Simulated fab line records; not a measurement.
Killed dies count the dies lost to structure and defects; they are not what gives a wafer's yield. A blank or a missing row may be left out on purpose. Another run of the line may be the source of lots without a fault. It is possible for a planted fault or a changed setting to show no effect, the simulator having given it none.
fab line records    flow n5_finfet
record: lots: 4  wafers: 10  last_day: 18
route steps=1938 shown BEOL_M14@1741 BEOL_M15@1773 PASSIVATION@1936
lots that met no fault: taken from a fault-free run of the same line
start_h: start of the lot's first displayed wafer, in hours after the record's first day    wait_h: how many hours have passed since the lot's step before this one    " identical to the entry in the row above    L1.1+2: several wafers, shown together as one row    - value missing, or start not given    * or withheld: withheld    < > ~ a bound
route shown NAME@n: NAME is a module with steps in the file, n the number in the route of the first one    usual: mean and standard deviation over wafers with no fault    same: alike in all rows    chamber/n: place in a boat    sites: readings site by site    _std_site: standard deviation across them    _edge_site: the outer-site mean with the inner-site mean subtracted    radius_mm: how far each site lies from the wafer's centre    mask NAME#n: copy n    behind: the most recent tool/chamber to have shaped the wafer    hold: cause of the lot's hold/its duration in hours/its outcome    device: the transistor (n, p or np) that didn't switch    end of line: the same wafers' tests at the end of the route    a step without rows: its recipe alone    killed: at the first sort, the dies lost to defects and structure; wafer yield is something else    map: a wafer's dies, x killed, . not, _ none there
set.NAME: the run value of the setting; set.NAME@STEP: its run value at that earlier step    model.NAME: the simulator's own value behind a step, which no gauge read
lots at selected steps of the route; one table per step, one row per wafer
services: when a tool's chamber went out of use (start_h, in hours from the record's first day, below 0 if earlier), for how many hours, and the reason
== steps ==
step: N5_BEOL_M14_SOFTBAKE_23
recipe: temp_c: 130  time_s: 60
step: N5_BEOL_M14_EXPOSE_25
recipe: mask_id: M14  na: 0.8  source_shape: annular  sigma_inner: 0.5  sigma_outer: 0.8  polarization: unpolarized  target_cd_nm: 280  dose_mj: 26.6
step: N5_BEOL_M14_PEB_26
recipe: peb_temp_c: 130  peb_time_s: 90
step: N5_BEOL_M14_DEVELOP_27
recipe: develop_time_s: 45  rinse_liquid: diw  dry: air_spin  dev_temp_c: 21
step: N5_BEOL_M14_HARDBAKE_32
recipe: temp_c: 130  time_s: 120
step: N5_BEOL_M14_DESCUM_33
recipe: chemistry: O2  time_s: 7.9  source_power_w: 50  bias_power_w: 20  pressure_mtorr: 20  rf_frequency_hz: 2.712e+07  temp_c: 40  o2_flow_sccm: 225
step: N5_BEOL_M14_ETCH_67
recipe: chemistry: CF4  target: SiARC  target_depth_a: 1430  time_s: 238.3  ion_energy_ev: 80  pressure_mtorr: 40  source_w: 545  bias_w: 36  Ar_flow_sccm: 100  cf4_flow_sccm: 100  ends: cleared
step: N5_BEOL_M14_ETCH_68
recipe: chemistry: N2/H2  target: SOC  mask_material: SiARC  source_w: 3000  bias_w: 350  temp_c: 40  time_s: 450  ion_energy_ev: 200  pressure_mtorr: 30  n2_flow_sccm: 200  h2_flow_sccm: 200
step: N5_BEOL_M14_STRIP_69
recipe: chemistry: N2/H2  temp_c: 40  n2_flow_sccm: 200  h2_flow_sccm: 200  rf_frequency_hz: 6e+07
step: N5_BEOL_M14_TRENCH_ETCH_34
recipe: chemistry: C4F8/O2/Ar  target: SiO2  target_depth_a: 5566.5  mask_material: SOC  he_inner_torr: 15  he_outer_torr: 30  time_s: 126.9  ion_energy_ev: 800  pressure_mtorr: 20  source_w: 1905  bias_w: 2040  Ar_flow_sccm: 400  C4F8_flow_sccm: 16  O2_flow_sccm: 12
usual: drypump_motor_current_A: 5.7/0.39  he_inner_torr: 15.001/0.03  oes_o_777_au: 0.83/0.089  oes_product_au: 0.83/0.086  rf_vpp_V: 2187/51  showerhead_plenum_p_Torr: 3.44/0.12  throttle_valve_pct: 30.74/0.21
lot.wafer  tool         chamber  start_h  wait_h  drypump_motor_current_A  he_inner_torr  oes_o_777_au  oes_product_au  rf_hours_counter_h  rf_vpp_V  showerhead_plenum_p_Torr  throttle_valve_pct  model.etch.depth_nm
L568.1     rie_diel-02  1        236.16   0.0     5.9                      14.983         0.87          0.86            33                  2269      3.48                      30.44               529.4
L568.2     "            0        "        "       6.1                      14.995         0.70          0.68            236                 2120      3.29                      30.88               558.3
L568.4     "            2        "        "       5.6                      15.008         0.93          0.95            -                   2126      3.38                      30.67               554.5
L582.4     rie_diel-02  0        318.84   0.0     6.1                      15.022         0.97          0.78            15                  2154      3.67                      30.45               416.7
L582.5     "            3        "        "       6.6                      15.041         0.95          0.97            -                   2160      3.41                      30.74               538.2
L581.4     rie_diel-02  1        321.02   0.0     5.9                      15.033         0.81          0.66            69                  2265      3.46                      30.27               371.6
L581.5     "            2        "        "       5.6                      14.988         0.84          0.86            -                   2124      3.36                      30.69               543.8
L590.1     rie_diel-04  0        386.52   0.0     5.6                      14.997         0.76          0.75            136                 2233      3.57                      30.90               542.1
L590.4     "            1        "        "       5.5                      15.015         0.92          0.89            27                  2193      3.51                      30.61               560.9
L590.6     "            3        "        "       6.1                      15.000         0.78          0.81            -                   2242      3.35                      30.69               538.1
step: N5_BEOL_M14_STRIP_70
recipe: chemistry: C4F8/O2/Ar  resist: SiARC  rf_frequency_hz: 6e+07
step: N5_BEOL_M14_OCD_MEAS_35
usual: trench_depth_nm: 547/21
lot.wafer  tool    chamber  start_h  wait_h  trench_depth_nm
L568.1     ocd-01  -        236.32   0.0     529
L568.2     "       -        "        "       558
L568.4     "       -        "        "       555
L582.4     ocd-01  -        319.00   0.0     416
L582.5     "       -        "        "       539
L581.4     ocd-02  -        321.18   0.0     372
L581.5     "       -        "        "       544
L590.1     ocd-02  -        386.67   0.0     542
L590.4     "       -        "        "       561
L590.6     "       -        "        "       538
step: N5_BEOL_M14_STRIP_37
recipe: chemistry: O2  power_w: 600  temp_c: 60  pressure_mtorr: 30  rf_frequency_hz: 6e+07  bias_power_w: 0  overash_fraction: 0.3  o2_flow_sccm: 225
step: N5_BEOL_M14_ETCH_38
recipe: chemistry: CF4/N2  target: SiCN  target_depth_a: 1065  taper_deg: 2  time_s: 120.6  ion_energy_ev: 150  mask_material: SiO2  pressure_mtorr: 40  source_w: 430  bias_w: 70  Ar_flow_sccm: 100  cf4_flow_sccm: 60  n2_flow_sccm: 60
step: N5_BEOL_M14_PRECLEAN_39
recipe: chemistry: residue_remover  time_s: 60  temp_c: 40
step: N5_BEOL_M14_SRD_40
recipe: time_s: 30  temp_c: 23  rinse_liquid: diw  dry: n2_spin  spin_rpm: 1500  dry_time_s: 30
step: N5_BEOL_M14_DEGAS_41
recipe: ambient: vacuum  temp_c: 300  time_s: 60
step: N5_BEOL_M14_PRE_CLEAN_42
recipe: gas: H2/He  time_s: 30  temp_c: 300
step: N5_BEOL_M14_SPUTTER_43
recipe: material: TaN  target_thk_a: 150  temp_c: 50  bias_v: 168.6  power_w: 15000  chamber_pressure_pa: 0.12  time_s: 24.19
step: N5_BEOL_M14_SPUTTER_44
recipe: material: Ta  target_thk_a: 150  temp_c: 50  bias_v: 80  power_w: 15000  chamber_pressure_pa: 0.07  time_s: 24.19
step: N5_BEOL_M14_SPUTTER_45
recipe: material: Cu  target_thk_a: 1000  temp_c: -20  bias_v: 60  power_w: 26000  chamber_pressure_pa: 0.13  time_s: 16.67
step: N5_BEOL_M14_ECD_47
recipe: material: Cu  target_thk_a: 12480
step: N5_BEOL_M14_ANNEAL_48
recipe: temp_c: 225  time_s: 90  ambient: N2
step: N5_BEOL_M14_CMP_49
recipe: stop_on: SiO2  t_overpolish_s: 5.2  down_force_psi: 2  platen_rpm: 80  clearing_platen_down_force_psi: 2  clearing_platen_rpm: 80  post_cmp_clean: cu_alkaline  target_thk_nm: 560  clearing_platen_pad_velocity_m_s: 1.5917  pad_velocity_m_s: 1.5917
usual: barrier_field_endpoint_s: 11.4/0.34  clearing_platen_down_force_psi: 2.000/0.0043  motor_current_A: 8.1/1  overpolish_run_s: 5.199/0.0093  retaining_ring_pressure_frac: 1.000/0.005  time_to_endpoint_s: 120/5
lot.wafer  tool    chamber  start_h  wait_h  barrier_field_endpoint_s  clearing_platen_down_force_psi  motor_current_A  overpolish_run_s  retaining_ring_pressure_frac  time_to_endpoint_s  model.Cu_of_BEOL_M14_ECD_47.thk_nm
L568.4     cmp-02  1        239.44   0.2     11.9                      2.008                           9.7              5.216             1.012                         127                 558
L568.2     "       2        "        "       11.3                      1.998                           6.2              5.193             0.993                         120                 561.4
L568.1     "       3        "        "       11.2                      2.002                           8.6              5.194             0.996                         121                 532.8
L582.4     cmp-03  1        323.98   0.2     11.5                      1.993                           8.5              5.178             1.000                         121                 419.2
L582.5     "       0        "        "       11.0                      1.998                           7.9              5.196             1.000                         117                 541.6
L581.4     cmp-03  2        325.07   0.2     11.2                      2.006                           9.3              5.193             1.010                         117                 373.8
L581.5     "       0        "        "       11.0                      2.003                           7.9              5.205             1.003                         121                 547.4
L590.4     cmp-03  2        389.14   0.2     10.8                      2.005                           9.7              5.185             0.998                         118                 563.4
L590.1     "       3        "        "       10.8                      2.005                           8.3              5.188             1.004                         114                 544.8
L590.6     "       0        "        "       11.0                      1.996                           8.0              5.208             0.992                         115                 540.8
step: N5_BEOL_M14_THK_MEAS_50
recipe: thk_meas_gauge: xrf  reads: Cu_of_BEOL_M14_ECD_47
usual: M14_THK: 546/22
lot.wafer  tool           chamber  start_h  wait_h  M14_THK[nm]
L568.1     film_metro-01  -        239.70   -       528
L568.2     "              -        "        "       553
L568.4     "              -        "        "       556
L582.4     film_metro-01  -        324.20   -       418
L582.5     "              -        "        "       542
L581.4     film_metro-02  -        325.26   -       375
L581.5     "              -        "        "       551
L590.1     film_metro-02  -        389.36   -       540
L590.4     "              -        "        "       559
L590.6     "              -        "        "       540
step: N5_BEOL_M14_PRE_CLEAN_52
recipe: gas: NH3  time_s: 15  temp_c: withheld  rf_power_w: 300
step: N5_BEOL_M14_DEP_53
recipe: material: SiCN  target_thk_a: 500  temp_c: withheld  precursor: 3MS/NH3  pressure_torr: 3  rf_w: 675  time_s: 17.8
step: N5_BEOL_M14_RS_MEAS_54
recipe: thk_meas_gauge: four-point-probe  reads: Cu_of_BEOL_M14_ECD_47+Ta_of_BEOL_M14_SPUTTER_44+TaN_of_BEOL_M14_SPUTTER_43
usual: M14_RS: 0.0339/0.0013
lot.wafer  tool           chamber  start_h  wait_h  M14_RS[ohm/sq]
L568.1     film_metro-01  -        239.86   0.1     0.0350
L568.2     "              -        "        "       0.0333
L568.4     "              -        "        "       0.0333
L582.4     film_metro-01  -        324.33   0.0     0.0447
L582.5     "              -        "        "       0.0344
L581.4     film_metro-01  -        325.39   0.0     0.0504
L581.5     "              -        "        "       0.0340
L590.1     film_metro-02  -        389.49   0.0     0.0341
L590.4     "              -        "        "       0.0330
L590.6     "              -        "        "       0.0345
step: N5_BEOL_M15_ILD_DEP_00
recipe: material: SiO2  target_thk_a: 16293  temp_c: 400  precursor: TEOS/O2  pressure_torr: 6.5  rf_w: 900  teos_flow_sccm: 161.4  gas: O2  flow_sccm: 2650  time_s: 346.1
step: N5_BEOL_M15_COAT_58
recipe: resist: BARC  temp_c: 205  time_s: 60  spin_rpm: 1500  resist_thk_nm: 89
step: N5_BEOL_M15_COAT_04
recipe: spin_rpm: 1704  resist_thk_nm: 800
step: N5_BEOL_M15_EBR_06
recipe: solvent: PGMEA  ebr_width_mm: 1.5
step: N5_BEOL_M15_SOFTBAKE_05
recipe: temp_c: 130  time_s: 60
step: N5_BEOL_M15_EXPOSE_07
recipe: mask_id: V14  na: 0.8  source_shape: annular  sigma_inner: 0.5  sigma_outer: 0.8  polarization: unpolarized  attpsm_phase_deg: 180  dose_mj: 41.25
step: N5_BEOL_M15_PEB_08
recipe: peb_temp_c: 130  peb_time_s: 90
step: N5_BEOL_M15_DEVELOP_09
recipe: develop_time_s: 45  rinse_liquid: diw  dry: air_spin  dev_temp_c: 21
step: N5_BEOL_M15_HARDBAKE_14
recipe: temp_c: 130  time_s: 120
step: N5_BEOL_M15_RC_MEAS_101
usual: COMB_M10: 1.4e-11/2.9e-12  COMB_M11: 1.5e-11/3.3e-12  COMB_M12: 6.4e-12/1.4e-12  COMB_M13: 4.9e-12/1.1e-12  COMB_M15: 2.4e-12/7.4e-13  COMB_M5: 3.6e-11/7.6e-12  COMB_M6: 2.5e-11/5.3e-12  COMB_M7: 2.6e-11/5.2e-12  COMB_M8: 2.7e-11/5e-12  COMB_M9: 1.4e-11/3.5e-12  COMB_M9_max_site: 2.1e-11/5.4e-12  SERP_M10: 3.20/0.11  SERP_M11: 3.09/0.11  SERP_M12: 0.629/0.018  SERP_M13: 0.307/0.0081  SERP_M13_max_site: 0.311/0.0081  SERP_M14: 0.163/0.0073  SERP_M14_max_site: 0.165/0.0075  SERP_M5: 39.9/2.4  SERP_M6: 14.3/0.69  SERP_M7: 14.0/0.69  SERP_M8: 14.3/0.76  SERP_M9: 3.09/0.097
lot.wafer  tool       chamber  start_h  wait_h  COMB_M10[S/m]  COMB_M11[S/m]  COMB_M12[S/m]  COMB_M13[S/m]  COMB_M15[S/m]  COMB_M5[S/m]  COMB_M6[S/m]  COMB_M7[S/m]  COMB_M8[S/m]  COMB_M9[S/m]  COMB_M9_max_site[S/m]  SERP_M10[ohm/um]  SERP_M11[ohm/um]  SERP_M12[ohm/um]  SERP_M13[ohm/um]  SERP_M13_max_site[ohm/um]  SERP_M14[ohm/um]  SERP_M14_max_site[ohm/um]  SERP_M5[ohm/um]  SERP_M6[ohm/um]  SERP_M7[ohm/um]  SERP_M8[ohm/um]  SERP_M9[ohm/um]
L568.1     prober-01  0        248.05   0.0     1.63e-11       1.8e-11        1.04e-11       4.8e-12        3e-12          3.2e-11       2.8e-11       2.6e-11       2.1e-11       1.3e-11       1.9e-11                3.24              3.08              0.638             0.308             0.313                      0.170             0.172                      42.7             14.0             13.5             14.3             3.10
L568.2     "          0        "        "       1.59e-11       1.4e-11        4.7e-12        6e-12          1.9e-12        4.2e-11       2.8e-11       2.3e-11       3.5e-11       1.4e-11       1.7e-11                3.28              3.05              0.612             0.316             0.318                      0.161             0.164                      38.5             14.5             15.2             14.5             3.06
L568.4     "          0        "        "       1.23e-11       1.5e-11        5.7e-12        3.4e-12        1.5e-12        4.1e-11       3.1e-11       2.3e-11       2.5e-11       1.6e-11       2e-11                  3.29              3.05              0.621             0.308             0.311                      0.161             0.162                      38.3             14.0             13.8             15.6             3.03
L582.4     prober-01  0        333.38   0.5     1.38e-11       1e-11          8.7e-12        5e-12          2.6e-12        3.1e-11       2.6e-11       2.6e-11       3.2e-11       1.5e-11       2.3e-11                3.11              3.02              0.640             0.305             0.306                      0.211             0.214                      38.9             13.4             15.0             15.5             3.07
L582.5     "          0        "        "       1.1e-11        1.2e-11        7.9e-12        4.3e-12        1.6e-12        4.5e-11       3e-11         2.2e-11       2.5e-11       1.2e-11       1.4e-11                3.16              3.17              0.598             0.300             0.306                      0.168             0.169                      39.7             14.1             14.3             15.9             3.10
L581.4     prober-01  0        334.31   1.1     1.16e-11       1.7e-11        6.4e-12        3.1e-12        1.7e-12        3.4e-11       2.9e-11       3.1e-11       3.1e-11       1.2e-11       1.5e-11                3.20              3.01              0.621             0.313             0.315                      0.247             0.250                      38.3             14.8             14.3             14.7             2.94
L581.5     "          0        "        "       1.57e-11       1.1e-11        6e-12          6.2e-12        2.1e-12        2.8e-11       2.8e-11       2.3e-11       2.1e-11       1.1e-11       2.1e-11                3.12              3.01              0.613             0.311             0.312                      0.167             0.170                      39.6             15.4             14.0             14.4             3.17
L590.1     prober-01  0        402.47   0.0     9.7e-12        1.1e-11        5.8e-12        3.3e-12        1.3e-12        3.8e-11       3.9e-11       2.2e-11       2.5e-11       1.6e-11       2e-11                  3.12              3.15              0.635             0.312             0.315                      0.164             0.165                      41.1             14.0             12.4             13.7             3.10
L590.4     "          0        "        "       1.23e-11       1.3e-11        6.3e-12        3e-12          2.3e-12        3.1e-11       2.5e-11       3e-11         3e-11         1.4e-11       2.2e-11                3.01              3.13              0.662             0.293             0.294                      0.160             0.161                      41.7             14.9             13.1             14.4             2.88
L590.6     "          0        "        "       1.25e-11       9e-12          4.8e-12        3.2e-12        2.1e-12        3.3e-11       3.7e-11       2.8e-11       2.6e-11       1.6e-11       2.1e-11                3.05              3.16              0.638             0.294             0.296                      0.161             0.163                      46.3             14.7             13.0             13.2             2.99
sites SERP_M14 radius_mm=0,75,75,75,75,140,140,140,140
L568.1 0.171 0.171 0.171 0.170 0.170 0.172 0.169 0.170 0.169
L582.4 0.213 0.211 0.214 0.211 0.211 0.209 0.211 0.211 0.209
L581.4 0.245 0.247 0.247 0.250 0.246 0.247 0.248 0.244 0.243
L590.1 0.163 0.163 0.164 0.164 0.164 0.164 0.164 0.165 0.164
step: N5_PASSIVATION_PROBE_49
usual: defect_limited_yield: 91.2/1.6  killed_at_M0_to_M3: 34/11  killed_at_M4_up: 13/5.2  killed_at_contacts: 13/6.3  killed_at_front_end: 40/14  killed_at_other: 3.2/2.4  killed_dies: 104/19  killed_open: 69/14  killed_short: 32/7.5  sort_bin_5_function: 5.3/1.1  sort_bin_6_memory: 3.2/0.73  sort_bin_8_speed: 0.01/0.038  sort_n_pass: 1076/19
same: gross_dies: 1180  killed_at_back_side: 0  sort_bin_4_leakage[%]: 0
lot.wafer  tool       chamber  start_h  wait_h  defect_limited_yield[%]  killed_at_M0_to_M3  killed_at_M4_up  killed_at_contacts  killed_at_front_end  killed_at_other  killed_dies  killed_open  killed_short  sort_bin_5_function[%]  sort_bin_6_memory[%]  sort_bin_8_speed[%]  sort_n_pass
L568.1     prober-02  -        262.69   0.0     93.7                     25                  13               12                  23                   1                74           44           27            4.2                     1.9                   0                    1106
L568.2     prober-02  -        262.74   0.1     93.3                     26                  14               7                   27                   5                79           50           28            4.5                     1.9                   0                    1101
L568.4     prober-02  -        262.84   0.2     93.9                     22                  11               11                  28                   0                72           44           27            3.9                     2.0                   0                    1108
L582.4     prober-02  -        347.55   0.2     89.6                     30                  14               15                  58                   6                123          87           34            5.5                     4.5                   0                    1057
L582.5     prober-02  -        347.60   0.2     87.1                     39                  15               15                  80                   3                152          107          38            8.1                     4.1                   0                    1028
L581.4     prober-02  -        349.87   0.2     91.1                     36                  20               17                  27                   5                105          70           27            5.3                     3.0                   0.34                 1075
L581.5     prober-02  -        349.92   0.2     92.4                     27                  13               18                  29                   3                90           63           27            3.9                     3.6                   0                    1090
L590.1     prober-02  -        421.56   0.0     91.1                     17                  29               5                   48                   6                105          64           39            5.6                     3.0                   0                    1075
L590.4     prober-02  -        421.71   0.2     91.8                     27                  22               6                   40                   2                97           61           33            5.2                     2.8                   0                    1083
L590.6     prober-02  -        421.81   0.3     91.2                     22                  28               11                  40                   3                104          75           29            5.2                     3.4                   0                    1076
killed by level:class
L568.1 FIN_SAQP:geometric_particle:short=7 MOL_CONTACT_COAG:geometric_particle:open=7 BEOL_M0_SAQP:geometric_particle:open=6 BEOL_M0_SAQP:geometric_particle:short=6 MOL_CONTACT_COAG:geometric_particle:short=4 BEOL_M3:geometric_particle:open=4 FIN_SAQP:geometric_particle:open=3 BEOL_M4:geometric_particle:short=3
L568.2 BEOL_M0_SAQP:geometric_particle:short=10 MOL_CONTACT_COAG:geometric_particle:open=6 BEOL_M2:geometric_particle:open=6 BEOL_M0_SAQP:geometric_particle:open=6 BEOL_M4:geometric_particle:open=6 STARTING-WAFER:geometric_particle:short=5 GATE_CUT:geometric_particle:open=4 FIN_SAQP:geometric_particle:open=3
L568.4 MOL_CONTACT_COAG:geometric_particle:open=8 FIN_SAQP:geometric_particle:open=7 STARTING-WAFER:geometric_particle:short=7 FIN_SAQP:geometric_particle:short=6 BEOL_M3:geometric_particle:open=6 BEOL_M0_SAQP:geometric_particle:open=5 MOL_CONTACT_COAG:geometric_particle:short=3 BEOL_M2:geometric_particle:open=3
L582.4 FIN_SAQP:geometric_particle:open=15 MOL_CONTACT_COAG:geometric_particle:open=13 STI_FIN_REVEAL:geometric_particle:open=12 BEOL_M2:geometric_particle:open=9 BEOL_M4:geometric_particle:open=8 BEOL_M0_SAQP:geometric_particle:open=6 BEOL_M0_SAQP:geometric_particle:short=6 DUMMY_GATE:geometric_particle:open=5
L582.5 STI_FIN_REVEAL:geometric_particle:open=33 MOL_CONTACT_COAG:geometric_particle:open=13 FIN_SAQP:geometric_particle:open=12 BEOL_M0_SAQP:geometric_particle:short=11 BEOL_M0_SAQP:geometric_particle:open=9 BEOL_M4:geometric_particle:open=9 STI_FIN_REVEAL:geometric_particle:short=7 BEOL_M3:geometric_particle:open=6
L581.4 MOL_CONTACT_COAG:geometric_particle:open=14 BEOL_M2:geometric_particle:open=10 FIN_SAQP:geometric_particle:open=9 BEOL_M4:geometric_particle:open=7 BEOL_M1:geometric_particle:open=6 BEOL_M0_SAQP:geometric_particle:short=5 STI_FIN_REVEAL:geometric_particle:open=4 BEOL_M0_SAQP:geometric_particle:open=4
L581.5 MOL_CONTACT_COAG:geometric_particle:open=17 BEOL_M2:geometric_particle:open=8 BEOL_M4:geometric_particle:open=8 BEOL_M0_SAQP:geometric_particle:open=6 STI_FIN_REVEAL:geometric_particle:open=4 STI_FIN_REVEAL:geometric_particle:short=4 ILD0:geometric_particle:short=4 GATE_CUT:geometric_particle:short=4
L590.1 BEOL_M4:geometric_particle:open=19 STI_FIN_REVEAL:geometric_particle:open=14 FIN_SAQP:geometric_particle:short=7 STI_FIN_REVEAL:geometric_particle:short=7 BEOL_M0_SAQP:geometric_particle:short=4 BEOL_M0_SAQP:geometric_particle:open=4 BEOL_M4:geometric_particle:short=4 STARTING-WAFER:geometric_particle:open=4
L590.4 STI_FIN_REVEAL:geometric_particle:open=17 BEOL_M4:geometric_particle:open=10 FIN_SAQP:geometric_particle:short=7 BEOL_M0_SAQP:geometric_particle:short=7 DUMMY_GATE:geometric_particle:open=5 BEOL_M4:geometric_particle:short=5 BEOL_M0_SAQP:geometric_particle:open=5 BEOL_M2:geometric_particle:open=5
L590.6 STI_FIN_REVEAL:geometric_particle:open=17 BEOL_M4:geometric_particle:open=16 MOL_CONTACT_COAG:geometric_particle:open=10 FIN_SAQP:geometric_particle:open=7 FIN_SAQP:geometric_particle:short=7 BEOL_M1:geometric_particle:open=5 BEOL_M4:geometric_particle:short=5 BEOL_M3:geometric_particle:open=4
== services ==
tool         chamber  start_h  hours  kind
cmp-03       -        213.25   -      consumable_replace:conditioner
cmp-03       -        213.25   -      consumable_replace:pad
cmp-03       -        230.23   0.5    repair
rie_diel-02  3        230.91   5.1    repair
rie_diel-04  2        237.62   -      clean
cmp-02       -        271.79   4.5    repair
cmp-03       -        273.50   26.7   repair
rie_diel-02  0        277.44   -      clean
rie_diel-02  0        277.44   -      consumable_replace:focus_ring
rie_diel-02  0        277.44   -      consumable_replace:showerhead
rie_diel-02  0        277.44   14.1   scheduled_down
rie_diel-02  0        277.44   14.1   vent_cycle
rie_diel-02  3        294.33   -      clean
rie_diel-02  3        294.33   -      consumable_replace:focus_ring
rie_diel-02  3        294.33   19.3   scheduled_down
rie_diel-02  3        294.33   19.3   vent_cycle
cmp-03       -        302.15   15.6   pm
rie_diel-04  3        317.19   18.4   repair
cmp-03       -        326.82   6.2    pm
rie_diel-02  2        328.01   2.4    repair
rie_diel-04  3        352.07   12.2   repair
cmp-03       -        354.59   0.9    repair
cmp-03       -        377.29   1.1    repair
cmp-02       -        380.38   4.0    pm
== key ==
first_sign: step: N5_BEOL_M14_OCD_MEAS_35  reading: trench_depth_nm  direction: down  sigmas: 7.3  usual: 547  struck: 394
effect: step: N5_BEOL_M14_THK_MEAS_50  reading: M14_THK  direction: down  sigmas: 6.9  usual: 546  struck: 396
effect: step: N5_BEOL_M14_RS_MEAS_54  reading: M14_RS  direction: up  sigmas: 11  usual: 0.0339  struck: 0.0476
effect: step: N5_BEOL_M15_RC_MEAS_101  reading: SERP_M14  direction: up  sigmas: 8.9  usual: 0.163  struck: 0.229
model_effect: step: N5_BEOL_M14_TRENCH_ETCH_34  value: etch.depth_nm  without: 548.5  struck: 394.1
model_effect: step: N5_BEOL_M14_CMP_49  value: Cu_of_BEOL_M14_ECD_47.thk_nm  without: 550.7  struck: 396.5
met_at N5_BEOL_M14_TRENCH_ETCH_34
struck_wafers L581.4,L582.4
onset_between 236.16 318.84
fault: kind: process_parameter_drift  tool: rie_diel-02  chamber: -  onset_h: 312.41  steps: N5_BEOL_M14_TRENCH_ETCH_34  channel: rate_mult  offset: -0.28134  shape: step  end_h: 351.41  scope: struck_wafers_only
